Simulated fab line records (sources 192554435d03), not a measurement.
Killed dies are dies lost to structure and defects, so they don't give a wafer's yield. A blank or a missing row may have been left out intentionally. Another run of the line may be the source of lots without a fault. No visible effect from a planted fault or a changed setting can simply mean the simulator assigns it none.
Split-lot experiment	flow n5Finfet	21 wafers read from 7 lots, route of 1938 steps

THE SPLIT ITSELF
At N5_BEOL_M11_VIA_ETCH_34 (etches SiCOH lowk in C4F6/O2, target depth 184.5 nm, time 69.2 s), the setting timeS was moved away from the recipe's 69.2 s on 9 of the 21 wafers read, by -16.8% to +21.1%. The other wafers ran this setting at the recipe's value.

Reading taken at the split's own step.

THE READING
SOC_of_BEOL_M11_COAT_63.thkNm (the simulator's own value, which no gauge read), in nm, at N5_BEOL_M11_VIA_ETCH_34 (etches SiCOH lowk in C4F6/O2, target depth 184.5 nm, time 69.2 s). The file gives no usual value for it. The 12 wafers here that ran the recipe average 91.9 nm, standard deviation 0.33 nm.

wafer	tool, chamber at the split	timeS as run, s	against the recipe	SOC_of_BEOL_M11_COAT_63.thkNm, nm	against lot-mates on the recipe
L080.4	rieDiel-04, 0	69.2	recipe	92.4	-
L080.5	rieDiel-04, 1	59.65	-13.8%	93.4	+1.0
L080.6	rieDiel-04, 2	59.65	-13.8%	93	+0.6
L084.2	rieDiel-02, 2	69.2	recipe	91.8	-
L084.4	rieDiel-02, 3	57.58	-16.8%	93.6	+1.5
L084.5	rieDiel-02, 1	69.2	recipe	92.4	-
L086.1	rieDiel-04, 1	73.93	+6.8%	91.4	-0.3
L086.2	rieDiel-04, 3	69.2	recipe	91.8	-
L086.3	rieDiel-04, 0	69.2	recipe	91.6	-
L092.2	rieDiel-02, 3	69.2	recipe	92.2	-
L092.4	rieDiel-02, 1	69.2	recipe	92	-
L092.5	rieDiel-02, 3	69.2	recipe	92	-
L093.3	rieDiel-04, 2	69.2	recipe	91.8	-
L093.4	rieDiel-04, 0	69.2	recipe	92.2	-
L093.6	rieDiel-04, 2	83.77	+21.1%	90	-2.0
L094.1	rieDiel-02, 1	60.46	-12.6%	93.4	no lot-mate on the recipe
L094.5	rieDiel-02, 1	60.46	-12.6%	93.2	no lot-mate on the recipe
L094.6	rieDiel-02, 2	60.46	-12.6%	92.8	no lot-mate on the recipe
L097.2	rieDiel-04, 1	69.2	recipe	91.4	-
L097.4	rieDiel-04, 1	80.3	+16.0%	90.4	-1.0
L097.6	rieDiel-04, 2	69.2	recipe	91.4	-

THE FIT
A straight line over all 21 wafers: SOC_of_BEOL_M11_COAT_63.thkNm changes by -0.0939 nm for each +1% of timeS; r = -0.95; the points scatter about the line by 0.29 nm.
The same after taking each lot's own level away (the mean of its wafers on the recipe; 18 wafers): -0.0762 nm for each +1%; r = -0.95; scatter 0.23 nm.
On that fit, the largest move of timeS shifts the reading by 1.6 nm.
The span of the lots' own levels, 91.40 to 92.40 nm, comes to 3.0 times the standard deviation stated above.
In other words, the slope is changed by the lot-to-lot level; the two fits disagree.
Check: for one of the wafers moved furthest among these (+21.1%), held out of the fit, the line's prediction against its lot-mates is -1.39 nm. Against them it came out at -2 nm.

THE OTHER SPLITS THESE WAFERS WENT THROUGH
These wafers also went through other splits before the reading. Each is held against what the fit with the lots' levels taken away leaves over:
other split on the same wafers	wafers away from the commonest value	r with SOC_of_BEOL_M11_COAT_63.thkNm (lot level and that fit taken away)
N5_BEOL_M10_TRENCH_ETCH_37 biasW	5	-0.12
N5_BEOL_M10_ETCH_41 sourceW	8	-0.21
N5_BEOL_M11_EXPOSE_25 doseMj	6	+0.26

THE WHOLE CHAIN: every reading that the file lists as answering this split, in the file's order
step	what it does	reading	change (the file's fit)	r (the file's)
N5_BEOL_M11_VIA_ETCH_34	etches SiCOH lowk in C4F6/O2, target depth 184.5 nm, time 69.2 s	etch.depthNm (the simulator's own value, which no gauge read)	+1.89 nm for each +1% of the setting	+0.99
N5_BEOL_M11_VIA_ETCH_34	etches SiCOH lowk in C4F6/O2, target depth 184.5 nm, time 69.2 s	SOC_of_BEOL_M11_COAT_63.thkNm (the simulator's own value, which no gauge read)	-0.0791 nm for each +1% of the setting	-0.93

THE FILE'S OWN FIT
SOC_of_BEOL_M11_COAT_63.thkNm changes by -0.0791 nm for each +1% of timeS, r = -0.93.
